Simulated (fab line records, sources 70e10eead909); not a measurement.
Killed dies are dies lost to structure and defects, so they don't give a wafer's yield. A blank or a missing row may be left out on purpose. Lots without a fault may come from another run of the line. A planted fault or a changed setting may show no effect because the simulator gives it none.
Which tool did it? | flow nand_harc | 24 lots, 72 wafers sampled, at 6 steps of a route of 1302

WHAT THE GAUGES READ, wafer by wafer
NHARC_P_GATE_CD_MEAS_59: target cd 720 nm. Usual: cd_nm 719.9 nm, standard deviation 1.3.
lot  | measured     | on        | cd_nm (nm)        | flag
L074 | day 5 22:44  | cd_sem-01 | 720.1 719.0 719.5 |
L075 | day 6 06:39  | cd_sem-01 | 717.2 717.6 719.4 |
L076 | day 6 13:58  | cd_sem-02 | 719.5 719.4 718.2 |
L077 | day 6 20:24  | cd_sem-03 | 718.1 716.2 718.6 |
L078 | day 7 08:55  | cd_sem-03 | 718.8 718.3 720.4 |
L079 | day 7 16:30  | cd_sem-02 | 719.9 718.9 718.6 |
L080 | day 8 00:13  | cd_sem-03 | 720.7 721.6 721.1 |
L081 | day 8 11:35  | cd_sem-02 | 718.7 718.7 719.6 |
L082 | day 9 00:13  | cd_sem-02 | 721.8 719.9 720.6 |
L083 | day 9 07:34  | cd_sem-01 | 720.3 719.4 720.4 |
L084 | day 9 21:37  | cd_sem-02 | 722.6 720.7 720.2 |
L085 | day 10 01:38 | cd_sem-03 | 721.5 721.6 720.7 |
L086 | day 10 14:55 | cd_sem-02 | 721.1 722.1 721.4 |
L087 | day 10 22:25 | cd_sem-02 | 721.1 720.7 719.0 |
L088 | day 11 17:12 | cd_sem-02 | 720.7 718.1 720.9 |
L089 | day 11 18:04 | cd_sem-02 | 719.6 719.9 719.6 |
L090 | day 12 08:28 | cd_sem-02 | 718.8 718.6 719.2 |
L091 | day 12 09:22 | cd_sem-01 | 721.3 722.5 721.0 |
L092 | day 13 16:55 | cd_sem-01 | 719.6 717.7 720.1 |
L093 | day 13 17:35 | cd_sem-03 | 719.0 720.9 719.2 |
L094 | day 14 00:40 | cd_sem-01 | 719.7 720.7 718.9 |
L095 | day 14 13:16 | cd_sem-03 | 719.0 721.1 720.1 |
L096 | day 14 21:00 | cd_sem-03 | 720.1 720.4 719.9 |
L097 | day 15 05:44 | cd_sem-01 | 719.1 719.0 718.9 |

NHARC_P_M0_INSPECT_11. Usual: raw_defect_count 4.5, standard deviation 2.7.
lot  | measured     | on                | raw_defect_count | flag
L074 | day 6 09:29  | defect_inspect-02 | 12 6 10          |
L075 | day 7 01:16  | defect_inspect-02 | 8 5 7            |
L076 | day 7 00:38  | defect_inspect-01 | 5 2 2            |
L077 | day 7 07:11  | defect_inspect-02 | 3 4 6            |
L078 | day 7 19:46  | defect_inspect-02 | 4 5 3            |
L079 | day 8 03:16  | defect_inspect-02 | 2 6 1            |
L080 | day 8 10:59  | defect_inspect-02 | 3 3 6            |
L081 | day 8 22:17  | defect_inspect-02 | 3 1 2            |
L082 | day 9 10:58  | defect_inspect-02 | 4 3 6            |
L083 | day 9 18:03  | defect_inspect-02 | 10 5 15          |
L084 | day 10 08:12 | defect_inspect-01 | 7 5 5            |
L085 | day 10 12:12 | defect_inspect-02 | 4 4 8            |
L086 | day 11 01:30 | defect_inspect-01 | 2 5 4            |
L087 | day 11 10:06 | defect_inspect-01 | 3 5 3            |
L088 | day 12 04:18 | defect_inspect-02 | 0 2 2            |
L089 | day 12 04:46 | defect_inspect-02 | 4 5 3            |
L090 | day 12 19:11 | defect_inspect-02 | 4 1 4            |
L091 | day 12 20:09 | defect_inspect-02 | 7 5 5            |
L092 | day 14 04:55 | defect_inspect-01 | 6 6 9            |
L093 | day 14 05:19 | defect_inspect-01 | 7 3 5            |
L094 | day 14 11:22 | defect_inspect-01 | 6 1 8            |
L095 | day 14 23:43 | defect_inspect-02 | 3 1 3            |
L096 | day 15 09:20 | defect_inspect-01 | 2 7 6            |
L097 | day 15 17:25 | defect_inspect-02 | 2 0 1            |

NHARC_P_M1_CD_MEAS_09: target cd 130 nm. Usual: cd_nm 130.1 nm, standard deviation 0.42.
lot  | measured     | on        | cd_nm (nm)        | flag
L074 | day 6 13:25  | cd_sem-03 | 130.9 130.8 130.6 |
L075 | day 7 05:35  | cd_sem-01 | 129.9 130.2 130.4 |
L076 | day 7 04:50  | cd_sem-03 | 129.9 130.2 130.2 |
L077 | day 7 11:03  | cd_sem-01 | 130.6 130.5 130.3 |
L078 | day 7 23:49  | cd_sem-03 | 129.6 130.1 129.6 |
L079 | day 8 07:08  | cd_sem-01 | 129.5 130.8 129.7 |
L080 | day 8 14:47  | cd_sem-01 | 129.6 130.4 130.1 |
L081 | day 9 02:23  | cd_sem-01 | 129.4 130.4 130.0 |
L082 | day 9 14:55  | cd_sem-03 | 129.6 130.4 130.8 |
L083 | day 9 21:59  | cd_sem-03 | 130.6 129.9 130.0 |
L084 | day 10 12:16 | cd_sem-02 | 130.1 130.0 130.5 |
L085 | day 10 16:11 | cd_sem-03 | 130.0 130.4 129.6 |
L086 | day 11 05:45 | cd_sem-02 | 130.1 130.2 130.3 |
L087 | day 11 14:07 | cd_sem-03 | 130.2 130.6 130.1 |
L088 | day 12 08:14 | cd_sem-01 | 129.3 130.1 130.3 |
L089 | day 12 08:44 | cd_sem-01 | 130.7 130.0 129.6 |
L090 | day 12 22:59 | cd_sem-03 | 130.0 130.0 129.8 |
L091 | day 12 23:58 | cd_sem-02 | 130.1 130.3 130.4 |
L092 | day 14 08:51 | cd_sem-02 | 130.2 130.8 129.9 |
L093 | day 14 09:15 | cd_sem-01 | 130.4 130.7 130.4 |
L094 | day 14 15:10 | cd_sem-01 | 129.4 130.5 130.0 |
L095 | day 15 03:38 | cd_sem-03 | 130.0 131.4 130.5 |
L096 | day 15 13:13 | cd_sem-03 | 130.2 130.2 129.8 |
L097 | day 15 21:13 | cd_sem-01 | 129.5 129.8 130.0 |

WHICH TOOL RAN EACH LOT (tool, then ch and the chambers of the sampled wafers, then the start)
lot  | NHARC_P_GATE_STRIP_95                | NHARC_P_CONTACT_PVD_32                  | NHARC_P_M0_ETCH_34
L074 | plasma_asher-01 ch 0,1, day 6 01:46  | pvd_sputter-01, day 6 09:29 or earlier  | rie_diel-04 ch 0,1,2, day 6 09:38
L075 | plasma_asher-01 ch 0,1, day 6 17:25  | pvd_sputter-02, day 7 01:16 or earlier  | rie_diel-06 ch 1,2, day 7 01:38
L076 | plasma_asher-02 ch 0,1, day 6 16:55  | pvd_sputter-01, day 7 00:38 or earlier  | rie_diel-06 ch 1,2,3, day 7 00:55
L077 | plasma_asher-02 ch 0,1, day 6 23:21  | pvd_sputter-01, day 7 07:11 or earlier  | rie_diel-04 ch 0,1,3, day 7 07:22
L078 | plasma_asher-01 ch 0,1, day 7 12:09  | pvd_sputter-01, day 7 19:46 or earlier  | rie_diel-04 ch 0,2,3, day 7 19:56
L079 | plasma_asher-02 ch 0,1, day 7 19:20  | pvd_sputter-03, day 8 03:16 or earlier  | rie_diel-06 ch 0,2,3, day 8 03:24
L080 | plasma_asher-02 ch 1, day 8 03:03    | pvd_sputter-03, day 8 10:59 or earlier  | rie_diel-06 ch 0,2,3, day 8 11:08
L081 | plasma_asher-02 ch 0,1, day 8 14:25  | pvd_sputter-03, day 8 22:17 or earlier  | rie_diel-04 ch 0,3, day 8 22:29
L082 | plasma_asher-02 ch 0,1, day 9 03:11  | pvd_sputter-01, day 9 10:58 or earlier  | rie_diel-04 ch 0,2, day 9 11:10
L083 | plasma_asher-02 ch 0,1, day 9 10:24  | pvd_sputter-03, day 9 18:03 or earlier  | rie_diel-04 ch 2,3, day 9 18:11
L084 | plasma_asher-01 ch 0, day 10 00:28   | pvd_sputter-02, day 10 08:12 or earlier | rie_diel-04 ch 1,2, day 10 08:21
L085 | plasma_asher-01 ch 0,1, day 10 04:28 | pvd_sputter-01, day 10 12:12 or earlier | rie_diel-06 ch 1,2,3, day 10 12:20
L086 | plasma_asher-01 ch 0,1, day 10 17:47 | pvd_sputter-02, day 11 01:30 or earlier | rie_diel-04 ch 0,2,3, day 11 01:39
L087 | plasma_asher-01 ch 0,1, day 11 01:24 | pvd_sputter-02, day 11 10:06 or earlier | rie_diel-13 ch 0,2,3, day 11 10:16
L088 | plasma_asher-01 ch 0,1, day 11 20:11 | pvd_sputter-03, day 12 04:18 or earlier | rie_diel-04 ch 0,2,3, day 12 04:27
L089 | plasma_asher-01 ch 0,1, day 11 21:04 | pvd_sputter-01, day 12 04:46 or earlier | rie_diel-04 ch 0,1,3, day 12 04:55
L090 | plasma_asher-02 ch 0,1, day 12 11:18 | pvd_sputter-02, day 12 19:11 or earlier | rie_diel-04 ch 0,3, day 12 19:20
L091 | plasma_asher-01 ch 0,1, day 12 12:20 | pvd_sputter-03, day 12 20:09 or earlier | rie_diel-04 ch 1,2,3, day 12 20:17
L092 | plasma_asher-02 ch 0,1, day 13 21:10 | pvd_sputter-02, day 14 04:55 or earlier | rie_diel-06 ch 0,2,3, day 14 05:05
L093 | plasma_asher-01 ch 0,1, day 13 21:35 | pvd_sputter-03, day 14 05:19 or earlier | rie_diel-04 ch 1,2,3, day 14 05:28
L094 | plasma_asher-02 ch 0,1, day 14 03:38 | pvd_sputter-02, day 14 11:22 or earlier | rie_diel-04 ch 0,2,3, day 14 11:31
L095 | plasma_asher-01 ch 0,1, day 14 16:06 | pvd_sputter-02, day 14 23:43 or earlier | rie_diel-04 ch 0,3, day 14 23:51
L096 | plasma_asher-01 ch 0,1, day 15 01:34 | pvd_sputter-01, day 15 09:20 or earlier | rie_diel-04 ch 0,3, day 15 09:29
L097 | plasma_asher-02 ch 0,1, day 15 08:41 | pvd_sputter-01, day 15 17:25 or earlier | rie_diel-06 ch 0,1,2, day 15 17:35
- NHARC_P_GATE_STRIP_95: strips in O2.
- NHARC_P_CONTACT_PVD_32: deposits Ti, target thk 5 nm, time 17.7 s.
- NHARC_P_M0_ETCH_34: etches the open film in N2/H2, target depth 40 nm, overetch 12 nm, time 43.94 s.

WHAT THE TOOLS THEMSELVES READ (means of the sampled wafers that have a number; where no wafer has one, the mark that the record gives instead)
NHARC_P_GATE_STRIP_95. Usual: drypump_motor_current_A 5.8 A, standard deviation 0.34; heater_power_w 344 W, standard deviation 41.
lot  | tool            | drypump_motor_current_A (A) | heater_power_w (W) | flag
L074 | plasma_asher-01 | 5.6                         | 313                |
L075 | plasma_asher-01 | 5.7                         | 309                |
L076 | plasma_asher-02 | 6.0                         | 376                |
L077 | plasma_asher-02 | 6.0                         | 377                |
L078 | plasma_asher-01 | 5.6                         | 308                |
L079 | plasma_asher-02 | 6.0                         | 375                |
L080 | plasma_asher-02 | 5.9                         | 359                |
L081 | plasma_asher-02 | 6.2                         | 390                |
L082 | plasma_asher-02 | 6.0                         | 378                |
L083 | plasma_asher-02 | 6.0                         | 379                |
L084 | plasma_asher-01 | 5.4                         | 291                |
L085 | plasma_asher-01 | 5.7                         | 316                |
L086 | plasma_asher-01 | 5.6                         | 319                |
L087 | plasma_asher-01 | 5.5                         | 300                |
L088 | plasma_asher-01 | 5.7                         | 319                |
L089 | plasma_asher-01 | 5.5                         | 304                |
L090 | plasma_asher-02 | 6.0                         | 368                |
L091 | plasma_asher-01 | 5.6                         | 320                |
L092 | plasma_asher-02 | 6.0                         | 376                |
L093 | plasma_asher-01 | 5.7                         | 318                |
L094 | plasma_asher-02 | 6.0                         | 371                |
L095 | plasma_asher-01 | 5.7                         | 317                |
L096 | plasma_asher-01 | 5.5                         | 308                |
L097 | plasma_asher-02 | 6.2                         | 396                |

NHARC_P_CONTACT_PVD_32. Usual: chamber_pressure_pa 4.999 Pa, standard deviation 0.01; throttle_valve_pct 29.8 %, standard deviation 0.71.
lot  | tool           | chamber_pressure_pa (Pa) | throttle_valve_pct (%) | flag
L074 | pvd_sputter-01 | 4.986                    | 29.8                   |
L075 | pvd_sputter-02 | 4.991                    | 30.0                   |
L076 | pvd_sputter-01 | 4.999                    | 29.7                   |
L077 | pvd_sputter-01 | 5.009                    | 29.9                   |
L078 | pvd_sputter-01 | 5.004                    | 29.7                   |
L079 | pvd_sputter-03 | 4.998                    | 30.0                   |
L080 | pvd_sputter-03 | 5.000                    | 29.9                   |
L081 | pvd_sputter-03 | 4.980                    | 29.8                   |
L082 | pvd_sputter-01 | 5.002                    | 29.2                   |
L083 | pvd_sputter-03 | 5.002                    | 30.0                   |
L084 | pvd_sputter-02 | 5.004                    | 30.0                   |
L085 | pvd_sputter-01 | 5.003                    | 29.0                   |
L086 | pvd_sputter-02 | 4.994                    | 30.0                   |
L087 | pvd_sputter-02 | 5.003                    | 30.3                   |
L088 | pvd_sputter-03 | 4.996                    | 29.8                   |
L089 | pvd_sputter-01 | 4.992                    | 29.2                   |
L090 | pvd_sputter-02 | 5.003                    | 30.5                   |
L091 | pvd_sputter-03 | 4.997                    | 29.9                   |
L092 | pvd_sputter-02 | 4.995                    | 29.6                   |
L093 | pvd_sputter-03 | 4.991                    | 29.9                   |
L094 | pvd_sputter-02 | 5.002                    | 30.4                   |
L095 | pvd_sputter-02 | 4.992                    | 29.9                   |
L096 | pvd_sputter-01 | 5.005                    | 29.3                   |
L097 | pvd_sputter-01 | 5.002                    | 29.9                   |

NHARC_P_M0_ETCH_34. Usual: bias_w 150.0 W, standard deviation 0.46; drypump_motor_current_A 5.9 A, standard deviation 0.33; mfc_ar_sccm 0.007 sccm, standard deviation 0.01; oes_product_au 1.002 a.u., standard deviation 0.0084; rf_vpp_V 429.8 V, standard deviation 2.4; showerhead_plenum_p_Torr 2.02 Torr, standard deviation 0.078; throttle_valve_pct 14.172 %, standard deviation 0.0097.
lot  | tool        | bias_w (W) | drypump_motor_current_A (A) | mfc_ar_sccm (sccm) | oes_product_au (a.u.) | rf_vpp_V (V) | showerhead_plenum_p_Torr (Torr) | throttle_valve_pct (%) | flag
L074 | rie_diel-04 | 149.6      | 5.9                         | 0.004              | 0.989                 | 429.2        | 2.00                            | 14.170                 |
L075 | rie_diel-06 | 149.9      | 5.7                         | 0.015              | 1.006                 | 428.1        | 1.95                            | 14.175                 |
L076 | rie_diel-06 | 149.8      | 5.6                         | 0.010              | 1.008                 | 428.1        | 1.96                            | 14.169                 |
L077 | rie_diel-04 | 150.4      | 5.8                         | 0.004              | 0.998                 | 430.3        | 2.06                            | 14.176                 |
L078 | rie_diel-04 | 150.0      | 6.0                         | 0.004              | 0.999                 | 430.5        | 2.01                            | 14.171                 |
L079 | rie_diel-06 | 149.6      | 5.7                         | 0.014              | 1.014                 | 430.5        | 2.03                            | 14.185                 |
L080 | rie_diel-06 | 149.9      | 5.7                         | 0.014              | 1.009                 | 429.7        | 2.03                            | 14.179                 |
L081 | rie_diel-04 | 150.0      | 5.8                         | 0.004              | 1.004                 | 431.9        | 2.07                            | 14.177                 |
L082 | rie_diel-04 | 150.1      | 5.9                         | 0.008              | 0.994                 | 427.9        | 1.96                            | 14.167                 |
L083 | rie_diel-04 | 150.1      | 5.9                         | 0.000              | 1.003                 | 430.1        | 2.05                            | 14.174                 |
L084 | rie_diel-04 | 150.2      | 5.9                         | 0.000              | 1.001                 | 430.5        | 2.03                            | 14.164                 |
L085 | rie_diel-06 | 149.6      | 5.5                         | 0.010              | 1.005                 | 428.1        | 1.96                            | 14.173                 |
L086 | rie_diel-04 | 149.7      | 5.9                         | 0.004              | 1.005                 | 429.2        | 2.01                            | 14.174                 |
L087 | rie_diel-13 | 150.1      | 6.0                         | 0.008              | 0.990                 | 430.6        | 2.04                            | 14.170                 |
L088 | rie_diel-04 | 150.2      | 5.9                         | 0.004              | 1.001                 | 429.4        | 2.01                            | 14.166                 |
L089 | rie_diel-04 | 150.0      | 5.8                         | 0.004              | 1.004                 | 430.4        | 2.06                            | 14.171                 |
L090 | rie_diel-04 | 149.6      | 5.8                         | 0.008              | 1.011                 | 430.2        | 2.02                            | 14.164                 |
L091 | rie_diel-04 | 150.0      | 5.9                         | 0.000              | 1.002                 | 430.0        | 2.04                            | 14.176                 |
L092 | rie_diel-06 | 150.0      | 5.7                         | 0.014              | 1.009                 | 429.5        | 2.02                            | 14.175                 |
L093 | rie_diel-04 | 150.1      | 5.9                         | 0.000              | 1.002                 | 430.7        | 2.04                            | 14.168                 |
L094 | rie_diel-04 | 149.6      | 5.9                         | 0.004              | 1.000                 | 428.9        | 2.00                            | 14.174                 |
L095 | rie_diel-04 | 150.1      | 5.8                         | 0.004              | 0.996                 | 430.7        | 2.07                            | 14.170                 |
L096 | rie_diel-04 | 149.8      | 5.8                         | 0.004              | 0.999                 | 431.4        | 2.07                            | 14.175                 |
L097 | rie_diel-06 | 150.1      | 5.9                         | 0.019              | 1.002                 | 429.3        | 1.99                            | 14.178                 |

THE ANSWER, worked out from the rows above alone
Rule: a lot is off if the mean of its wafers that have a number lies more than 3 standard deviations from the usual mean. A lot without any number at a reading at which 4 lots or more have one is off too. The other lots that the step has rows for count as sound. The gauges are gone through in route order, then the tools' own readings, and for those a lot's mean is taken as printed above. The first step at which some lot is off is used, and at that step the reading that is off furthest; a lot without a number counts as furthest.
No lot is off at any reading shown: from this, nothing can be told.

WHAT THE SIMULATOR HAD PUT IN
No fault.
